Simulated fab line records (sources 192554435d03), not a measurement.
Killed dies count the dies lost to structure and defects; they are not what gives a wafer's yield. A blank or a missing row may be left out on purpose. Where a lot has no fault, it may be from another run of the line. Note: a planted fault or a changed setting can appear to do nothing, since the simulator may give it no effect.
Matching of chambers / flow n5-finfet / N5_BEOL_M8_ETCH_61 on rie-diel-06: 4 sister chambers
The step etches SiARC in CF4, target depth 45.5 nm, time 75.8 s. 8 wafers are shown with their chamber, then 8 later ones without.

EACH WAFER AND ITS CHAMBER
wafer=L080.4; chamber=0; drypump-motor-current-A (A)=5.9; etch-rf-on-time-s (s)=70.1
wafer=L081.2; chamber=0; drypump-motor-current-A (A)=6.0; etch-rf-on-time-s (s)=71.3
wafer=L081.4; chamber=2; drypump-motor-current-A (A)=5.3; etch-rf-on-time-s (s)=75.0
wafer=L081.6; chamber=3; drypump-motor-current-A (A)=5.9; etch-rf-on-time-s (s)=76.1
wafer=L089.1; chamber=1; drypump-motor-current-A (A)=6.1; etch-rf-on-time-s (s)=73.2
wafer=L089.4; chamber=1; drypump-motor-current-A (A)=6.1; etch-rf-on-time-s (s)=74.5
wafer=L089.6; chamber=3; drypump-motor-current-A (A)=5.9; etch-rf-on-time-s (s)=77.1
wafer=L093.1; chamber=2; drypump-motor-current-A (A)=5.3; etch-rf-on-time-s (s)=71.2

WAFERS WITHOUT THEIR CHAMBER
wafer=L093.5; drypump-motor-current-A (A)=6.1; etch-rf-on-time-s (s)=72.9
wafer=L093.6; drypump-motor-current-A (A)=5.3; etch-rf-on-time-s (s)=71.8
wafer=L095.1; drypump-motor-current-A (A)=5.3; etch-rf-on-time-s (s)=71.6
wafer=L095.2; drypump-motor-current-A (A)=5.9; etch-rf-on-time-s (s)=76.2
wafer=L095.4; drypump-motor-current-A (A)=6.0; etch-rf-on-time-s (s)=70.2
wafer=L097.2; drypump-motor-current-A (A)=5.3; etch-rf-on-time-s (s)=72.1
wafer=L097.3; drypump-motor-current-A (A)=5.9; etch-rf-on-time-s (s)=77.3
wafer=L097.6; drypump-motor-current-A (A)=5.9; etch-rf-on-time-s (s)=77.2

WHICH CHAMBER EACH ONE RAN IN
wafer=L093.5; from the rows above=1; in truth=1
wafer=L093.6; from the rows above=2; in truth=2
wafer=L095.1; from the rows above=2; in truth=2
wafer=L095.2; from the rows above=3; in truth=3
wafer=L095.4; from the rows above=0; in truth=0
wafer=L097.2; from the rows above=2; in truth=2
wafer=L097.3; from the rows above=3; in truth=3
wafer=L097.6; from the rows above=3; in truth=3
Correctly placed: 8 of 8. Number that these rows cannot place: 0. 0 placed wrongly.
How it was worked out, from the rows above alone: a wafer's distance from a chamber is the root of the sum, over the readings, of the square of ((its reading less the chamber's mean) divided by the reading's scatter). The wafer belongs to the nearest chamber; if the next one is less than 2 further off, it can't be placed. A chamber's mean is the mean of its shown wafers. The scatter: the root of (the sum of the squares of (reading less its chamber's mean) over the shown wafers, divided by (wafers less chambers)).
